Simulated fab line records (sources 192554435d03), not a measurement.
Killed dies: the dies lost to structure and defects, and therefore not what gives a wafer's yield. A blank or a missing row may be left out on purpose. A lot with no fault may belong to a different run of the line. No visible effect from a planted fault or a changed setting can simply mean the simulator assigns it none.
Matching of chambers -- flow n5Finfet -- N5_GATE_CUT_DESCUM_18 on rieDiel-02: 4 sister chambers
The step chemistry O2, time 7 s. 4 wafers are shown with their chamber, then 8 later ones without.

## WAFERS, EACH WITH ITS CHAMBER
wafer,chamber,showerheadPlenumPTorr (Torr)
L082.1,0,1.94
L084.3,3,2.14
L084.6,2,2.03
L085.2,1,2.08

## WAFERS WHOSE CHAMBER IS MISSING
wafer,showerheadPlenumPTorr (Torr)
L085.4,2.14
L085.5,2.14
L088.1,2.07
L088.5,2.07
L088.6,1.94
L097.2,2.13
L097.4,2.07
L097.6,2.02

## WHICH CHAMBER EACH WENT THROUGH
wafer,from the rows above,in truth
L085.4,3,3
L085.5,3,3
L088.1,1,1
L088.5,1,1
L088.6,0,0
L097.2,3,3
L097.4,1,1
L097.6,2,2
Correct placement for 8 of the 8. Left unplaced by these rows: 0. Number placed wrongly: 0.
How it was worked out, from the rows above alone: a wafer's distance from a chamber is the root of the sum, over the readings, of the square of ((its reading less the chamber's mean) divided by the reading's scatter). If the next closest chamber is less than 2 further off than the closest, the wafer can't be placed; otherwise it belongs to the closest. The mean given for a chamber averages the wafers shown for that chamber. The scatter: with one shown wafer a chamber, the root of the mean of the squares of how far each hidden wafer lies from its nearest shown one.
